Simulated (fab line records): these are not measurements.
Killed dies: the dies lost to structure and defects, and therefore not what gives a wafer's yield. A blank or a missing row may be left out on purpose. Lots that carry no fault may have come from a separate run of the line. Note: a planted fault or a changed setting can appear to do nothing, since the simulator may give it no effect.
fab line records ; flow nand-harc
record: lots: 5; wafers: 15; last-day: 24
route steps=1159 shown P_M2@324 END@1159
lots that met no fault: from a run of the same line without faults
start-h: hours from the record's opening day to when the first of the lot's shown wafers began ; wait-h: how many hours have passed since the lot's step before this one ; " same as the row above ; L1.1+2: one row covering several wafers at once ; - no value, or no start was given ; * or withheld: withheld ; < > ~ a bound
route shown NAME@n: NAME is a module with steps in the file, n the number in the route of the first one ; usual: mean/standard deviation taken from wafers without a fault ; same: alike in all rows ; chamber/n: place in a boat ; sites: the reading at each site ; _std_site: the values' standard deviation ; _edge_site: outer sites' mean less inner sites' ; radius-mm: for every site, how far away it sits from the centre of the wafer ; mask NAME#n: copy n ; behind: tool/chamber where the wafer was last shaped ; hold: the reason the lot was held/the length of the hold in hours/how it ended ; device: the transistor (n, p or np) that didn't switch ; end of line: tests run on the same wafers once the route is complete ; step lacking rows: just its recipe ; killed: at the first sort, the dies lost to defects and structure; wafer yield is something else ; map: shows each die of a wafer: x if killed, . if not, _ if none is there
set.NAME: the setting that was run; set.NAME@STEP: the one run at that earlier step ; model.NAME: the simulator's own value behind a step, which no gauge read
lots at some steps of the route; a table a step, a row a wafer
services: a tool's chamber out of use, with start hour (start-h, from the record's first day; less than 0 if before it), hours out, and reason
== steps ==
step: NHARC_P_M2_EBR_05
step: NHARC_P_M2_EXPOSE_06
recipe: na: 1.35; target-cd-nm: 170; dose-mj: 80.78; mask-id: P_M2
step: NHARC_P_M2_PEB_07
recipe: peb-temp-c: 100; peb-time-s: 65
step: NHARC_P_M2_DEVELOP_08
recipe: develop-time-s: 35; dev-temp-c: 23
step: NHARC_P_M2_CD_MEAS_09
recipe: target-cd-nm: 170; landing-energy-ev: 500
usual: cd-nm: 170.0/0.51
lot.wafer;tool;chamber;start-h;wait-h;cd-nm
L573.1;cd-sem-02;0;116.07;-;169.9
L573.2;cd-sem-02;0;116.07;-;169.6
L573.4;cd-sem-02;0;116.07;-;170.6
L574.1;cd-sem-01;0;134.16;-;170.1
L574.4;cd-sem-01;0;134.16;-;169.9
L574.6;cd-sem-01;0;134.16;-;169.7
L587.3;cd-sem-02;0;203.68;-;169.8
L587.5;cd-sem-02;0;203.68;-;170.0
L587.6;cd-sem-02;0;203.68;-;169.3
L594.1;cd-sem-02;0;246.13;-;170.3
L594.3;cd-sem-02;0;246.13;-;170.2
L594.4;cd-sem-02;0;246.13;-;170.5
L596.3;cd-sem-01;0;253.60;-;169.1
L596.4;cd-sem-01;0;253.60;-;169.3
L596.6;cd-sem-01;0;253.60;-;169.4
step: NHARC_P_M2_OVL_MEAS_10
recipe: pitch-nm: 340
usual: overlay-x-nm: -0.2/0.89; overlay-y-nm: -0.3/0.79
lot.wafer;tool;chamber;start-h;wait-h;overlay-x-nm;overlay-y-nm
L573.1;overlay-01;-;116.16;-;-0.2;1.4
L573.2;overlay-01;-;116.16;-;-0.3;2.2
L573.4;overlay-01;-;116.16;-;0.2;1.2
L574.1;overlay-01;-;134.25;-;1.3;-0.5
L574.4;overlay-01;-;134.25;-;1.3;-0.6
L574.6;overlay-01;-;134.25;-;1.0;-1.3
L587.3;overlay-01;-;203.77;-;-0.9;-1.3
L587.5;overlay-01;-;203.77;-;-0.4;-1.2
L587.6;overlay-01;-;203.77;-;-0.6;-0.5
L594.1;overlay-01;-;246.21;-;-0.6;0.7
L594.3;overlay-01;-;246.21;-;-0.5;0.6
L594.4;overlay-01;-;246.21;-;-1.3;1.0
L596.3;overlay-02;-;253.68;-;-0.8;-1.0
L596.4;overlay-02;-;253.68;-;-1.2;-1.3
L596.6;overlay-02;-;253.68;-;-0.6;-1.0
step: NHARC_P_M2_INSPECT_11
usual: raw-defect-count: 4.3/2.6
lot.wafer;tool;chamber;start-h;wait-h;raw-defect-count
L573.1;defect-inspect-02;-;116.19;0.0;4
L573.2;defect-inspect-02;-;116.19;0.0;3
L573.4;defect-inspect-02;-;116.19;0.0;3
L574.1;defect-inspect-02;-;134.29;0.0;11
L574.4;defect-inspect-02;-;134.29;0.0;5
L574.6;defect-inspect-02;-;134.29;0.0;3
L587.3;defect-inspect-02;-;203.80;0.0;1
L587.5;defect-inspect-02;-;203.80;0.0;4
L587.6;defect-inspect-02;-;203.80;0.0;2
L594.1;defect-inspect-02;-;246.25;0.0;2
L594.3;defect-inspect-02;-;246.25;0.0;8
L594.4;defect-inspect-02;-;246.25;0.0;6
L596.3;defect-inspect-01;-;253.72;0.0;3
L596.4;defect-inspect-01;-;253.72;0.0;6
L596.6;defect-inspect-01;-;253.72;0.0;2
step: NHARC_P_M2_DESCUM_14
recipe: time-s: 3; o2-flow-sccm: 200; ar-flow-sccm: 0; bias-power-w: 0; chemistry: O2
usual: drypump-motor-current-A: 5.7/0.59; oes-product-au: 0.999/0.0072; rf-vpp-V: 57.7/0.86; showerhead-plenum-p-Torr: 1.91/0.079; throttle-valve-pct: 11.313/0.0087
lot.wafer;tool;chamber;start-h;wait-h;drypump-motor-current-A;oes-product-au;rf-hours-counter-h;rf-vpp-V;showerhead-plenum-p-Torr;throttle-valve-pct
L573.2;rie-diel-07;3;116.26;0.1;5.4;0.985;2;57.7;1.93;11.314
L573.1;rie-diel-07;0;116.26;0.1;6.0;0.989;2;57.6;1.96;11.319
L573.4;rie-diel-07;1;116.26;0.1;4.7;1.002;2;58.3;1.79;11.299
L574.1;rie-diel-07;2;134.35;0.1;6.5;1.000;2;57.7;1.90;11.310
L574.4;rie-diel-07;3;134.35;0.1;5.4;0.997;2;58.1;1.93;11.309
L574.6;rie-diel-07;2;134.35;0.1;6.5;0.991;-;58.0;1.90;11.308
L587.3;rie-diel-07;2;203.89;0.1;6.5;1.001;5;58.3;1.90;11.313
L587.6;rie-diel-07;3;203.89;0.1;5.4;1.001;-;58.1;1.93;11.304
L587.5;rie-diel-07;0;203.89;0.1;6.0;0.994;-;58.1;1.96;11.318
L594.3;rie-diel-07;3;246.32;0.1;5.4;0.998;0;57.8;1.93;11.309
L594.1;rie-diel-07;0;246.32;0.1;6.0;0.996;0;56.5;1.96;11.302
L594.4;rie-diel-07;1;246.32;0.1;4.7;0.998;0;57.5;1.79;11.311
L596.4;rie-diel-07;1;253.78;0.1;4.7;0.997;0;56.2;1.79;11.315
L596.3;rie-diel-07;0;253.78;0.1;6.0;0.995;0;57.3;1.96;11.311
L596.6;rie-diel-07;2;253.78;0.1;6.5;0.992;-;58.5;1.90;11.326
step: NHARC_P_M2_ETCH_35
recipe: target-depth-a: 400; overetch-a: 120; time-s: 43.94; ion-energy-ev: 200; n2-flow-sccm: 150; h2-flow-sccm: 150; ar-flow-sccm: 0; rf-w: 400; bias-w: 150; chemistry: N2/H2
usual: drypump-motor-current-A: 5.7/0.59; oes-product-au: 0.999/0.0073; rf-vpp-V: 430.3/2.5; run-length-s: 65.3/0.45; showerhead-plenum-p-Torr: 2.03/0.087; throttle-valve-pct: 14.171/0.0085
lot.wafer;tool;chamber;start-h;wait-h;drypump-motor-current-A;oes-product-au;rf-hours-counter-h;rf-vpp-V;run-length-s;showerhead-plenum-p-Torr;throttle-valve-pct
L573.1;rie-diel-07;2;116.34;0.1;6.5;0.999;2;431.7;65.4;2.03;14.154
L573.4;rie-diel-07;3;116.34;0.1;5.4;0.996;2;431.2;65.0;2.06;14.193
L573.2;rie-diel-07;0;116.34;0.1;6.0;0.986;2;432.2;65.0;2.09;14.175
L574.4;rie-diel-07;3;134.43;0.1;5.4;0.996;2;431.9;64.9;2.06;14.162
L574.1;rie-diel-07;0;134.43;0.1;6.0;0.990;2;432.0;64.7;2.09;14.180
L574.6;rie-diel-07;0;134.43;0.1;5.9;0.991;-;432.0;64.9;2.09;14.166
L587.3;rie-diel-07;2;203.95;0.1;6.5;0.998;5;428.4;65.1;2.03;14.178
L587.6;rie-diel-07;2;203.95;0.1;6.5;0.994;-;431.5;65.4;2.03;14.165
L587.5;rie-diel-07;3;203.95;0.1;5.4;0.995;-;431.4;64.8;2.06;14.166
L594.1;rie-diel-07;1;246.40;0.1;4.7;1.001;0;425.8;65.2;1.90;14.170
L594.3;rie-diel-07;2;246.40;0.1;6.5;0.999;0;430.1;65.3;2.03;14.168
L594.4;rie-diel-07;3;246.40;0.1;5.4;0.993;0;431.4;64.8;2.06;14.175
L596.3;rie-diel-07;0;253.86;0.1;6.0;0.987;0;431.0;65.1;2.09;14.161
L596.4;rie-diel-07;1;253.86;0.1;4.7;1.004;0;426.3;65.2;1.90;14.161
L596.6;rie-diel-07;0;253.86;0.1;6.0;0.988;-;433.0;64.8;2.09;14.179
step: NHARC_P_M2_ETCH_15
recipe: target-depth-a: 1825; time-s: 91.2; c4f8-flow-sccm: withheld; ar-flow-sccm: 400; rf-w: 600; bias-w: 300; chemistry: C4F8/Ar
usual: oes-product-au: 0.945/0.022; rf-vpp-V: 440.5/2.7; run-length-s: 112.6/0.44
lot.wafer;tool;chamber;start-h;wait-h;oes-product-au;rf-hours-counter-h;rf-vpp-V;run-length-s
L573.1;rie-diel-07;2;-;-;0.950;2;440.2;112.8
L573.4;rie-diel-07;3;-;-;0.946;2;440.4;112.1
L573.2;rie-diel-07;0;-;-;0.964;2;442.7;112.3
L574.1;rie-diel-07;1;-;-;0.941;2;436.0;112.7
L574.4;rie-diel-07;2;-;-;0.917;2;440.2;112.3
L574.6;rie-diel-07;1;-;-;0.939;-;437.2;112.4
L587.3;rie-diel-07;3;-;-;0.919;4;441.0;112.4
L587.6;rie-diel-07;1;-;-;0.935;-;436.9;112.6
L587.5;rie-diel-07;2;-;-;0.918;-;441.4;112.7
L594.1;rie-diel-07;0;-;-;0.978;0;441.0;111.9
L594.4;rie-diel-07;2;-;-;0.964;0;439.6;112.6
L594.3;rie-diel-07;3;-;-;0.958;0;441.4;112.3
L596.4;rie-diel-07;3;-;-;0.982;0;441.2;112.2
L596.3;rie-diel-07;1;-;-;0.968;0;436.6;113.2
L596.6;rie-diel-07;2;-;-;0.968;-;439.8;112.4
step: NHARC_P_M2_CD_MEAS_16
usual: cd-nm: 170.0/0.65
lot.wafer;tool;chamber;start-h;wait-h;cd-nm
L573.1;cd-sem-01;-;116.56;-;169.9
L573.2;cd-sem-01;-;116.56;-;169.6
L573.4;cd-sem-01;-;116.56;-;170.6
L574.1;cd-sem-02;-;134.65;-;168.7
L574.4;cd-sem-02;-;134.65;-;170.0
L574.6;cd-sem-02;-;134.65;-;169.4
L587.3;cd-sem-01;-;204.17;-;169.5
L587.5;cd-sem-01;-;204.17;-;170.0
L587.6;cd-sem-01;-;204.17;-;169.9
L594.1;cd-sem-01;-;246.61;-;169.6
L594.3;cd-sem-01;-;246.61;-;169.4
L594.4;cd-sem-01;-;246.61;-;170.2
L596.3;cd-sem-01;-;254.09;-;169.2
L596.4;cd-sem-01;-;254.09;-;169.8
L596.6;cd-sem-01;-;254.09;-;168.9
step: NHARC_P_M2_STRIP_18
recipe: power-w: 1000; n2-flow-sccm: 150; h2-flow-sccm: 150; ar-flow-sccm: 0; bias-w: 0; chemistry: N2/H2
usual: drypump-motor-current-A: 5.7/0.6; oes-product-au: 0.998/0.0075; rf-vpp-V: 90.7/0.96; showerhead-plenum-p-Torr: 2.03/0.084; throttle-valve-pct: 14.170/0.0089
lot.wafer;tool;chamber;start-h;wait-h;drypump-motor-current-A;oes-product-au;rf-hours-counter-h;rf-vpp-V;showerhead-plenum-p-Torr;throttle-valve-pct
L573.2;rie-diel-07;1;116.63;0.1;4.7;0.997;2;89.5;1.90;14.193
L573.1;rie-diel-07;3;116.63;0.1;5.4;0.995;2;91.0;2.06;14.172
L573.4;rie-diel-07;0;116.63;0.1;6.0;0.992;2;91.1;2.09;14.172
L574.4;rie-diel-07;1;134.73;0.1;4.7;1.023;2;88.4;1.90;14.179
L574.1;rie-diel-07;2;134.73;0.1;6.5;0.993;2;92.2;2.03;14.174
L574.6;rie-diel-07;1;134.73;0.1;4.7;1.009;-;91.4;1.90;14.167
L587.3;rie-diel-07;0;204.29;0.1;6.0;0.995;5;91.9;2.09;14.164
L587.5;rie-diel-07;2;204.29;0.1;6.5;0.990;-;90.3;2.03;14.173
L587.6;rie-diel-07;3;204.29;0.1;5.4;0.997;-;91.4;2.06;14.177
L594.1;rie-diel-07;0;246.71;0.1;6.0;1.002;0;89.6;2.09;14.165
L594.4;rie-diel-07;1;246.71;0.1;4.7;1.014;0;91.9;1.90;14.168
L594.3;rie-diel-07;2;246.71;0.1;6.5;1.010;0;92.1;2.03;14.169
L596.3;rie-diel-04;2;254.16;0.1;6.6;1.001;24;89.6;1.94;14.161
L596.4;rie-diel-04;3;254.16;0.1;5.3;1.002;23;91.5;2.16;14.157
L596.6;rie-diel-04;2;254.16;0.1;6.5;0.998;-;89.8;1.94;14.194
step: NHARC_P_M2_ETCH_28
recipe: target-depth-a: 300; over-etch-frac: 0.3; time-s: 72.99; ion-energy-ev: 150; cf4-flow-sccm: 50; n2-flow-sccm: 100; ar-flow-sccm: 150; rf-w: 300; bias-w: 100; chemistry: CF4/N2
usual: drypump-motor-current-A: 5.6/0.61; oes-product-au: 0.998/0.0072; rf-vpp-V: 313.8/2; run-length-s: 94.3/0.4; showerhead-plenum-p-Torr: 2.60/0.1; throttle-valve-pct: 19.793/0.0084
lot.wafer;tool;chamber;start-h;wait-h;drypump-motor-current-A;oes-product-au;rf-hours-counter-h;rf-vpp-V;run-length-s;showerhead-plenum-p-Torr;throttle-valve-pct
L573.1;rie-diel-07;3;116.88;-;5.4;0.998;2;313.6;94.1;2.65;19.789
L573.4;rie-diel-07;0;116.88;-;6.0;0.994;2;315.6;94.5;2.69;19.791
L573.2;rie-diel-07;1;116.88;-;4.7;1.000;2;313.0;94.4;2.46;19.810
L574.1;rie-diel-07;0;134.97;-;6.0;0.993;2;314.0;93.7;2.69;19.796
L574.4;rie-diel-07;1;134.97;-;4.6;1.009;2;310.5;94.3;2.46;19.792
L574.6;rie-diel-07;0;134.97;-;6.0;0.994;-;316.0;94.0;2.69;19.788
L587.3;rie-diel-07;1;204.50;-;4.7;1.012;5;311.0;94.3;2.46;19.799
L587.6;rie-diel-07;3;204.50;-;5.4;0.996;-;314.8;94.2;2.65;19.793
L587.5;rie-diel-07;0;204.50;-;6.0;1.002;-;317.1;93.9;2.69;19.799
L594.3;rie-diel-07;1;246.93;-;4.7;0.991;0;310.1;94.5;2.46;19.796
L594.1;rie-diel-07;3;246.93;-;5.4;1.004;0;314.7;80.1;2.65;19.794
L594.4;rie-diel-07;0;246.93;-;6.0;0.999;0;317.2;93.9;2.69;19.782
L596.3;rie-diel-04;3;254.41;-;5.3;1.007;23;316.0;94.7;2.76;19.790
L596.4;rie-diel-04;0;254.41;-;5.7;0.999;22;316.5;93.6;2.74;19.802
L596.6;rie-diel-04;1;254.41;-;5.7;1.001;-;314.3;94.4;2.63;19.811
step: NHARC_P_M2_STRIP_19
recipe: time-s: 600; temp-c: 30; chemistry: post-etch-residue-remover
step: NHARC_END_SORT_01
recipe: temp-c: 25
usual: defect-limited-yield: 95.2/1.4; killed-at-array: 28/8.9; killed-at-other: 0.8/1.2; killed-at-periphery: 3.3/2.3; killed-dies: 32/9.4; killed-open: 3.2/1.8; killed-short: 1.9/1.4; sort_bin_2_pct: 1.4/0.56; sort_bin_3_pct: 0.26/0.21; sort_bin_4_pct: 3.1/1; sort-n-pass: 645/9.4; sort-rim-yield-pct: 95.7/2.4; sort-yield-pct: 95.2/1.4
same: gross-dies: 677; sort_bin_5_pct[%]: 0; sort_bin_6_pct[%]: 0; sort_bin_7_pct[%]: 0; sort_bin_8_pct[%]: 0; sort-rim-n-gross: 106.00
lot.wafer;tool;chamber;start-h;wait-h;defect-limited-yield[%];killed-at-array;killed-at-other;killed-at-periphery;killed-dies;killed-open;killed-short;sort_bin_2_pct[%];sort_bin_3_pct[%];sort_bin_4_pct[%];sort-n-pass;sort-rim-yield-pct[%];sort-yield-pct[%]
L573.1;prober-01;0;448.75;2.5;97.0;16;1;3;20;2;2;1.6;0;1.3;657;97.2;97.0
L573.2;prober-01;0;449.55;2.8;96.8;19;1;2;22;0;4;1.3;0.30;1.6;655;92.5;96.8
L573.4;prober-01;0;451.14;3.4;96.8;18;1;3;22;4;1;1.2;0.30;1.8;655;97.2;96.8
L574.1;prober-02;0;448.77;2.5;97.0;13;0;7;20;3;5;0.4;0.30;2.2;657;96.2;97.0
L574.4;prober-02;0;451.22;3.5;97.9;9;1;4;14;3;1;0.7;0.30;1.0;663;97.2;97.9
L574.6;prober-02;0;452.86;4.1;98.5;6;0;4;10;2;1;0.9;0;0.6;667;99.1;98.5
L594.1;prober-02;0;564.79;2.5;94.5;34;0;3;37;3;0;1.9;0.15;3.4;640;98.1;94.5
L594.3;prober-02;0;566.37;3.1;92.9;43;1;4;48;3;3;1.6;0.44;5.0;629;96.2;92.9
L594.4;prober-02;0;567.17;3.4;94.5;34;0;3;37;1;2;1.3;0.30;3.8;640;96.2;94.5
L596.3;prober-01;0;569.07;3.1;94.2;36;3;0;39;3;0;1.3;0.59;3.8;638;94.3;94.2
L596.4;prober-01;0;569.87;3.4;93.6;38;2;3;43;2;1;1.3;0.30;4.7;634;94.3;93.6
L596.6;prober-01;0;571.46;4.0;96.2;25;1;0;26;2;1;1.3;0.15;2.4;651;93.4;96.2
killed by level:class
L573.1 A_SLIT:chamber-film-flake=11 A_STAIRCASE:chamber-film-flake=2 P_CONTACT:geometric-particle:open=1 P_M0:geometric-particle:short=1 A_WL_FILL:geometric-particle:short=1 STARTING-WAFER:geometric-particle:open=1 P_M1:chamber-film-flake=1 A_CHANNEL_HOLE_D1:chamber-film-flake=1
L574.1 A_STAIRCASE:chamber-film-flake=4 A_WL_FILL:geometric-particle:short=3 P_STI:chamber-film-flake=3 P_CONTACT:geometric-particle:open=1 P_M1:geometric-particle:open=1 A_SGD_CUT:geometric-particle:short=1 A_WL_FILL:geometric-particle:open=1 A_CONTACT:geometric-particle:short=1
L573.2 A_SLIT:chamber-film-flake=13 A_WL_FILL:geometric-particle:short=2 A_CHANNEL_FILL_D1:chamber-film-flake=2 P_GATE:geometric-particle:short=1 P_M1:geometric-particle:short=1 A_STAIRCASE:chamber-film-flake=1 A_CONTACT:chamber-film-flake=1 THIN_TSV:chamber-film-flake=1
L573.4 A_SLIT:chamber-film-flake=11 A_CONTACT:geometric-particle:open=2 P_CONTACT:geometric-particle:open=1 A_CHANNEL_HOLE_D1:geometric-particle:short=1 A_CHANNEL_FILL_D1:geometric-particle:open=1 P_STI:chamber-film-flake=1 P_M1:chamber-film-flake=1 A_CHANNEL_HOLE_D1:chamber-film-flake=1
L574.4 P_M0:geometric-particle:open=2 P_ZERO_WELL:chamber-film-flake=2 A_ZERO_WELL:chamber-film-flake=2 A_CHANNEL_FILL_D1:geometric-particle:open=1 STARTING-WAFER:geometric-particle:short=1 A_CHANNEL_HOLE_D1:chamber-film-flake=1 A_CHANNEL_FILL_D1:chamber-film-flake=1 A_STAIRCASE:chamber-film-flake=1
L574.6 P_M0:geometric-particle:open=1 P_M2:geometric-particle:open=1 A_SGD_CUT:geometric-particle:short=1 P_STI:chamber-film-flake=1 P_GATE:chamber-film-flake=1 A_CHANNEL_HOLE_D1:chamber-film-flake=1 A_SLIT:chamber-film-flake=1 A_WL_FILL:chamber-film-flake=1
L594.1 A_CHANNEL_HOLE_D1:chamber-film-flake=23 P_M2:chamber-film-flake=3 A_CONTACT:chamber-film-flake=3 A_CHANNEL_FILL_D1:geometric-particle:open=2 A_STAIRCASE:chamber-film-flake=2 A_M1:geometric-particle:open=1 A_ZERO_WELL:chamber-film-flake=1 A_CHANNEL_FILL_D1:chamber-film-flake=1
L594.3 A_CHANNEL_HOLE_D1:chamber-film-flake=25 A_CONTACT:chamber-film-flake=7 A_STAIRCASE:chamber-film-flake=6 A_CONTACT:geometric-particle:open=2 P_STI:geometric-particle:short=1 P_GATE:geometric-particle:open=1 P_M1:geometric-particle:short=1 P_ZERO_WELL:chamber-film-flake=1
L594.4 A_CHANNEL_HOLE_D1:chamber-film-flake=16 A_STAIRCASE:chamber-film-flake=7 A_CONTACT:chamber-film-flake=5 A_M0:chamber-film-flake=3 P_CONTACT:geometric-particle:short=1 A_ONON_D1:geometric-particle:short=1 A_CONTACT:geometric-particle:open=1 P_STI:chamber-film-flake=1
L596.3 A_SLIT:chamber-film-flake=17 A_CHANNEL_HOLE_D1:chamber-film-flake=11 THIN_TSV:chamber-film-flake=3 A_CONTACT:geometric-particle:open=2 A_WL_FILL:chamber-film-flake=2 A_M0:geometric-particle:open=1 A_ZERO_WELL:chamber-film-flake=1 A_SGD_CUT:chamber-film-flake=1
L596.4 A_SLIT:chamber-film-flake=20 A_CHANNEL_HOLE_D1:chamber-film-flake=8 A_CONTACT:chamber-film-flake=4 P_GATE:chamber-film-flake=2 A_WL_FILL:chamber-film-flake=2 THIN_TSV:chamber-film-flake=2 P_M1:geometric-particle:open=1 A_SGD_CUT:geometric-particle:short=1
L596.6 A_SLIT:chamber-film-flake=14 A_CHANNEL_HOLE_D1:chamber-film-flake=5 A_CONTACT:geometric-particle:open=1 A_M0:geometric-particle:open=1 A_M0:geometric-particle:short=1 A_CHANNEL_FILL_D1:chamber-film-flake=1 A_STAIRCASE:chamber-film-flake=1 A_WL_FILL:chamber-film-flake=1
== services ==
tool;chamber;start-h;hours;kind
rie-diel-07;0;109.20;-;clean
rie-diel-07;1;109.20;-;clean
rie-diel-07;2;109.20;-;clean
rie-diel-07;3;109.20;-;clean
rie-diel-04;-;111.90;9.0;pm
rie-diel-07;2;121.56;8.1;repair
rie-diel-07;0;133.70;-;clean
rie-diel-07;1;133.70;-;clean
rie-diel-07;2;133.70;-;clean
rie-diel-07;3;133.70;-;clean
rie-diel-07;3;152.21;17.1;repair
rie-diel-07;0;158.32;-;clean
rie-diel-07;1;158.32;-;clean
rie-diel-07;2;158.32;-;clean
rie-diel-07;0;182.82;-;clean
rie-diel-07;1;182.82;-;clean
rie-diel-07;2;182.82;-;clean
rie-diel-07;3;182.82;-;clean
rie-diel-04;1;206.97;14.9;repair
rie-diel-07;0;207.32;-;clean
rie-diel-07;1;207.32;-;clean
rie-diel-07;2;207.32;-;clean
rie-diel-07;3;207.32;-;clean
rie-diel-07;-;228.20;9.0;pm
== key ==
first-sign: step: NHARC_P_M2_ETCH_28; reading: run-length-s; direction: down; sigmas: 35; usual: *; struck: *
effect none on later readings
met-at NHARC_P_M2_ETCH_28
struck-wafers L594.1
onset-between 204.50 246.93
fault: kind: process-parameter-drift; tool: rie-diel-07; chamber: -; onset-h: 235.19; steps: NHARC_P_M2_ETCH_28; channel: time-s; offset: *; shape: step; end-h: 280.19; scope: struck-wafers-only; acts-in: *; stated: *
